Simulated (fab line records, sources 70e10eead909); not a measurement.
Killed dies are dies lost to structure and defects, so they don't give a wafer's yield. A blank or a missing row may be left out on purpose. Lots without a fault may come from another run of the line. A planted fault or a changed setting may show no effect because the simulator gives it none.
A struck lot beside a sound one | flow nand_harc | 17 steps out of a route of 1302
Sound: wafers L411.1, L411.2, L411.4. Struck: wafers L414.1, L414.3. (L414.6 of the same lot was not struck and is left out.) The cause comes at the end.
At each step with rows: each side's tool, then ch and its chambers, then its first start. Under that, the readings that differ: sound wafers | struck wafers | difference of the means | sigmas: that difference in standard deviations of wafers without a fault.
alike: readings whose means differ by less than 2 such deviations, and words and numbers that are the same on both sides. not compared: withheld readings, readings that some wafer has no value for, bounds like >300 that may hide the same value, and numbers for which the record gives no deviation and whose values overlap.
The two part at a step that has a row with sigmas, a row that says differs or no value, or rows on one side only. Numbers that don't overlap but have no deviation are shown without sigmas and don't part them. A reading that every wafer of one side lacks parts them only if that side has two wafers or more.

NHARC_A_M1_INSPECT_11:
  sound on defect_inspect-02, day 23 08:15; struck on defect_inspect-02, day 24 13:25
  alike: raw_defect_count
NHARC_A_M1_DESCUM_14: chemistry O2, time 3 s.
  sound on rie_diel-06 ch 0,1,2, day 23 08:19; struck on rie_diel-05 ch 1,2, day 24 13:30
  reading                | sound       | struck  | difference | sigmas
  rf_hours_counter_h (h) | 1.1 1.2 1.1 | 7.2 7.3 | +6.1       |
  alike: drypump_motor_current_A, oes_product_au, rf_vpp_V, showerhead_plenum_p_Torr, throttle_valve_pct
then, 1 step without rows for these wafers: NHARC_A_M1_ETCH_35 (etches the open film in N2/H2, target depth 40 nm, overetch 12 nm, time 43.94 s).
NHARC_A_M1_ETCH_15: etches the open film in C4F8/Ar, target depth 182.5 nm, time 91.2 s.
  sound on rie_diel-06 ch 0,1,3; struck on rie_diel-05 ch 0,2
  reading                | sound             | struck      | difference | sigmas
  oes_product_au (a.u.)  | 0.956 0.981 0.969 | 0.928 0.909 | -0.050     | -2
  rf_hours_counter_h (h) | 1.1 1.1 1.0       | 7.3 7.6     | +6.4       |
  alike: rf_fwd_power_W, rf_vpp_V
NHARC_A_M1_CD_MEAS_16:
  sound on cd_sem-03, day 23 08:37; struck on cd_sem-01, day 24 13:47
  alike: cd_nm
then, 1 step without rows for these wafers: NHARC_A_M1_STRIP_18 (strips in N2/H2).
NHARC_A_M1_ETCH_28: etches the open film in CF4/N2, target depth 30 nm, time 72.99 s.
  sound on rie_diel-06 ch 1,2,3; struck on rie_diel-06 ch 2,3
  reading                | sound       | struck  | difference | sigmas
  rf_hours_counter_h (h) | 1.1 1.2 1.3 | 1.7 2.0 | +0.7       |
  alike: drypump_motor_current_A, oes_product_au, rf_fwd_power_W, rf_vpp_V, showerhead_plenum_p_Torr, throttle_valve_pct
then, 1 step without rows for these wafers: NHARC_A_M1_STRIP_19 (strips in post etch residue remover, time 600 s).
NHARC_A_M1_DEGAS_29: time 60 s.
  sound on pvd_sputter-01, day 23 09:22; struck on pvd_sputter-01, day 24 14:31
  alike: heater_power_w
then, 1 step without rows for these wafers: NHARC_A_M1_PRE_CLEAN_30 (time 30 s).
NHARC_A_M1_PVD_20: deposits TaN, target thk 5 nm, time 8.06 s.
  sound on pvd_sputter-01; struck on pvd_sputter-01
  alike: throttle_valve_pct
then, 1 step without rows for these wafers: NHARC_A_M1_PVD_21 (deposits Cu, target thk 30 nm, time 20.49 s).
NHARC_A_M1_ECD_22: material Cu, target thk 400 nm.
  sound on ecd_cu-01 ch 0,1, day 23 09:44; struck on ecd_cu-01 ch 1, day 24 14:55
  reading         | sound             | struck      | difference | sigmas
  bath_temp_c (C) | 24.93 25.28 25.08 | 24.85 24.89 | -0.23      | -2
then, 1 step without rows for these wafers: NHARC_A_M1_ANNEAL_31 (time 90 s).
NHARC_A_M1_CMP_23: polishes, t overpolish 20 s, target thk 154.34 nm.
  sound on cmp-04 ch 1,2,3, day 23 10:27; struck on cmp-01 ch 0,3, day 24 15:39
  reading                | sound          | struck   | difference | sigmas
  motor_current_A (A)    | 13.8 13.6 10.6 | 9.5 11.4 | -2.2       | -2
  time_to_endpoint_s (s) | 26.9 26.2 31.4 | 12.3 9.4 | -17.3      | -7
NHARC_A_M1_THK_MEAS_24: measures by xrf.
  sound on film_metro-01, day 23 10:46; struck on film_metro-01, day 24 15:54
  alike: thk_nm
NHARC_END_SORT_01:
  sound on prober-01 ch 0, day 24 20:23; struck on prober-01 ch 0, day 26 01:38
  reading      | sound | struck | difference | sigmas
  killed_short | 3 6 6 | 0 1    | -4         | -3
  alike: defect_limited_yield, killed_at_array, killed_at_other, killed_at_periphery, killed_dies, killed_open

WHERE THEY PART
First at NHARC_A_M1_ETCH_15; last, within this record, at NHARC_END_SORT_01.

WHY: what the simulator had put in
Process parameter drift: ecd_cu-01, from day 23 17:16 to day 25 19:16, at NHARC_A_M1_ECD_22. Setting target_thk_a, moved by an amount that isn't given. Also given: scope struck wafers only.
